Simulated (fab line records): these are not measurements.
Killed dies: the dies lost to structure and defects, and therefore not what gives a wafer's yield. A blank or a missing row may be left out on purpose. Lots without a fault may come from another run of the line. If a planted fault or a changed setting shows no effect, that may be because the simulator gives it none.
Split-lot trial	flow n5 finfet	7 lots, 21 wafers read, on a route of 1938 steps

== SPLIT DETAILS ==
At N5_MOL_CONTACT_COAG_COAT_104 (time 60 s, resist thk 12 nm), the setting spin rpm was moved away from the recipe's 1500 rpm on 6 of the 21 wafers read, by -10.0% to +8.8%. The other wafers ran this setting at the recipe's value.

== FROM THE SPLIT TO THE READING: what the file shows between them, 5 steps ==
- N5_MOL_CONTACT_COAG_COAT_58: time 60 s, resist thk 10 nm
- N5_MOL_CONTACT_COAG_COAT_02: resist thk 30 nm
- N5_MOL_CONTACT_COAG_DESCUM_13: chemistry O2, time 7 s
- N5_MOL_CONTACT_COAG_ETCH_59: etches underlayer in N2/H2, target depth 13 nm, time 10.4 s
- N5_MOL_CONTACT_COAG_ETCH_105: etches SiARC in CF4, target depth 15.6 nm, time 26 s

== THE READING ==
SiARC_of_MOL_CONTACT_COAG_COAT_104.thk nm (the simulator's own value, which no gauge read), in nm, at N5_MOL_CONTACT_COAG_ETCH_106 (etches SOC in N2/H2, target depth 80 nm, overetch 16 nm, time 120 s). No usual value for it is given in the file. The 15 wafers here that ran the recipe average 6.4 nm, standard deviation 0.15 nm.

wafer	tool, chamber at the split	spin rpm as run, rpm	against the recipe	SiARC_of_MOL_CONTACT_COAG_COAT_104.thk nm, nm	against lot-mates on the recipe
L075.2	litho track-04, 0	1632	+8.8%	5.8	-0.4
L075.6	litho track-04, 0	1632	+8.8%	5.8	-0.4
L075.3	litho track-04, 0	1500	recipe	6.2	-
L081.2	litho track-01, 0	1500	recipe	6.4	-
L081.3	litho track-01, 0	1500	recipe	6.4	-
L081.6	litho track-01, 0	1500	recipe	6.4	-
L082.2	litho track-04, 0	1500	recipe	6.2	-
L082.5	litho track-04, 0	1500	recipe	6.2	-
L082.6	litho track-04, 0	1372	-8.5%	6.8	+0.6
L083.2	litho track-04, 0	1603	+6.9%	6.2	-0.3
L083.3	litho track-04, 0	1500	recipe	6.6	-
L083.4	litho track-04, 0	1500	recipe	6.4	-
L086.2	litho track-04, 0	1500	recipe	6.6	-
L086.3	litho track-04, 0	1500	recipe	6.6	-
L086.6	litho track-04, 0	1500	recipe	6.6	-
L089.1	litho track-04, 0	1500	recipe	6.4	-
L089.5	litho track-04, 0	1500	recipe	6.4	-
L089.6	litho track-04, 0	1500	recipe	6.4	-
L093.1	litho track-04, 0	1350	-10.0%	7	+0.8
L093.4	litho track-04, 0	1350	-10.0%	7	+0.8
L093.3	litho track-04, 0	1500	recipe	6.2	-

THE FIT
A straight line over all 21 wafers: SiARC_of_MOL_CONTACT_COAG_COAT_104.thk nm changes by -0.0576 nm for each +1% of spin rpm; r = -0.90; the points scatter about the line by 0.14 nm.
The same after taking each lot's own level away (the mean of its wafers on the recipe; 21 wafers): -0.0633 nm for each +1%; r = -0.97; scatter 0.077 nm.
On that fit, the largest move of spin rpm shifts the reading by 0.63 nm.
From 6.20 to 6.60 nm: that is the span of the lots' own levels, equal to 2.7 times the standard deviation above.
Consequently the slope shifts little with the lot-to-lot level, the two slopes agreeing.
Check: for one of the wafers moved furthest among these (-10.0%), held out of the fit, the line's prediction against its lot-mates is +0.631 nm. Against them it came out at +0.8 nm.

== THESE WAFERS: OTHER SPLITS ==
These wafers also went through other splits before the reading. Each is held against what the fit with the lots' levels taken away leaves over:
other split on the same wafers	wafers away from the commonest value	r with SiARC_of_MOL_CONTACT_COAG_COAT_104.thk nm (lot level and that fit taken away)
N5_SD_EPI_N_PEB_07 peb temp c	5	-0.34
N5_SD_EPI_N_ETCH_45 target depth a	4	-0.30
N5_SD_EPI_P_EPI_21 time s	10	+0.16
N5_SD_ACTIVATION_LSA_01 temp c	4	+0.14
N5_GATE_CUT_COAT_07 spin rpm	8	+0.29
N5_GATE_CUT_DESCUM_18 time s	8	+0.05

== THE WHOLE CHAIN: every reading that the file lists as answering this split, in the file's order ==
step	what it does	reading	change (the file's fit)	r (the file's)
N5_MOL_CONTACT_COAG_COAT_104	time 60 s, resist thk 12 nm	SiARC_of_MOL_CONTACT_COAG_COAT_104.thk nm (the simulator's own value, which no gauge read)	-0.0585 nm for each +1% of the setting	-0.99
N5_MOL_CONTACT_COAG_ETCH_105	etches SiARC in CF4, target depth 15.6 nm, time 26 s	etch rf on time s	withheld for each +1% of the setting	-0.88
N5_MOL_CONTACT_COAG_ETCH_105	etches SiARC in CF4, target depth 15.6 nm, time 26 s	etch.depth nm (the simulator's own value, which no gauge read)	-0.0601 nm for each +1% of the setting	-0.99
N5_MOL_CONTACT_COAG_ETCH_105	etches SiARC in CF4, target depth 15.6 nm, time 26 s	CAR-EUV_of_MOL_CONTACT_COAG_COAT_02.thk nm (the simulator's own value, which no gauge read)	+0.0356 nm for each +1% of the setting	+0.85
N5_MOL_CONTACT_COAG_ETCH_106	etches SOC in N2/H2, target depth 80 nm, overetch 16 nm, time 120 s	SiARC_of_MOL_CONTACT_COAG_COAT_104.thk nm (the simulator's own value, which no gauge read)	-0.0629 nm for each +1% of the setting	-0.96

== FILE'S OWN FIT ==
SiARC_of_MOL_CONTACT_COAG_COAT_104.thk nm changes by -0.0629 nm for each +1% of spin rpm, r = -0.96.
